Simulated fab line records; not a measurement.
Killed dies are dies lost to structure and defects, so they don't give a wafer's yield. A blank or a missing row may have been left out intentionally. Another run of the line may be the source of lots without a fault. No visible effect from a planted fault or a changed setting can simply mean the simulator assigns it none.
Split-lot trial -- flow n5-finfet -- 21 wafers read from 7 lots, route of 1938 steps

## ON THE SPLIT
At N5_BEOL_M5_COAT_66 (time 60 s, resist thk 12 nm), the setting spin-rpm was moved away from the recipe's 1500 rpm on 5 of the 21 wafers read, by -10.3% to +4.6%. All remaining wafers had this setting at the recipe value.

## FROM THE SPLIT TO THE READING: what the file shows between them, 4 steps
- N5_BEOL_M5_COAT_74: time 60 s, resist thk 5 nm
- N5_BEOL_M5_COAT_22: resist thk 30 nm
- N5_BEOL_M5_DESCUM_33: chemistry O2, time 7 s
- N5_BEOL_M5_ETCH_75: etches underlayer in N2/H2, target depth 6.5 nm, time 5.2 s

## THE READING
etch.depth-nm (the simulator's own value, which no gauge read), in nm, at N5_BEOL_M5_ETCH_67 (etches SiARC in CF4, target depth 15.6 nm, time 26 s). No usual value for it is given in the file. Across the 16 wafers here that went through the recipe, the average is 12.01 nm and the standard deviation 0.039 nm.

wafer,"tool, chamber at the split","spin-rpm as run, rpm",against the recipe,"etch.depth-nm, nm",against lot-mates on the recipe
L074.1,"litho-track-05, 0",1500,recipe,12.02,-
L074.4,"litho-track-05, 0",1500,recipe,12,-
L074.5,"litho-track-05, 0",1500,recipe,12,-
L080.3,"litho-track-05, 0",1445,-3.7%,12.18,+0.23
L080.5,"litho-track-05, 0",1445,-3.7%,12.2,+0.25
L080.6,"litho-track-05, 0",1500,recipe,11.95,-
L081.1,"litho-track-05, 0",1500,recipe,12,-
L081.2,"litho-track-05, 0",1500,recipe,12.06,-
L081.5,"litho-track-05, 0",1500,recipe,12.02,-
L083.1,"litho-track-02, 0",1569,+4.6%,11.76,-0.25
L083.6,"litho-track-02, 0",1569,+4.6%,11.76,-0.25
L083.2,"litho-track-02, 0",1500,recipe,12.01,-
L084.3,"litho-track-05, 0",1500,recipe,11.94,-
L084.4,"litho-track-05, 0",1345,-10.3%,12.63,+0.70
L084.5,"litho-track-05, 0",1500,recipe,11.93,-
L090.3,"litho-track-01, 0",1500,recipe,12.06,-
L090.4,"litho-track-01, 0",1500,recipe,12.04,-
L090.5,"litho-track-01, 0",1500,recipe,12.04,-
L097.1,"litho-track-02, 0",1500,recipe,12.04,-
L097.4,"litho-track-02, 0",1500,recipe,12.04,-
L097.6,"litho-track-02, 0",1500,recipe,12,-

THE FIT
A straight line over all 21 wafers: etch.depth-nm changes by -0.057 nm for each +1% of spin-rpm; r = -0.98; the points scatter about the line by 0.038 nm.
The same after taking each lot's own level away (the mean of its wafers on the recipe; 21 wafers): -0.0636 nm for each +1%; r = -0.99; scatter 0.02 nm.
According to that fit, moving spin-rpm by its largest amount changes the reading by 0.66 nm.
Measured against the standard deviation above, the lots' own levels, which go from 11.935 to 12.047 nm, span 2.9 times it.
Thus the slope moves with the lot-to-lot level: the two fits are different.
Check: with one of the wafers moved furthest among these (-10.3%) left out of the fit, the line predicts +0.612 nm for it against its lot-mates. It came out at +0.695 nm against them.

## ADDITIONAL SPLITS CARRIED BY THESE WAFERS
Note: prior to the reading, these wafers also went through further splits. Each is held against what the fit with the lots' levels taken away leaves over:
other split on the same wafers,wafers away from the commonest value,r with etch.depth-nm (lot level and that fit taken away)
N5_BEOL_M3_EXPOSE_08 dose-mj,5,-0.06
N5_BEOL_M3_ETCH_64 time-s,8,+0.19
N5_BEOL_M5_ETCH_62 source-w,5,+0.25

## THE FILE'S OWN FIT
etch.depth-nm changes by -0.0655 nm for each +1% of spin-rpm, r = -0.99.
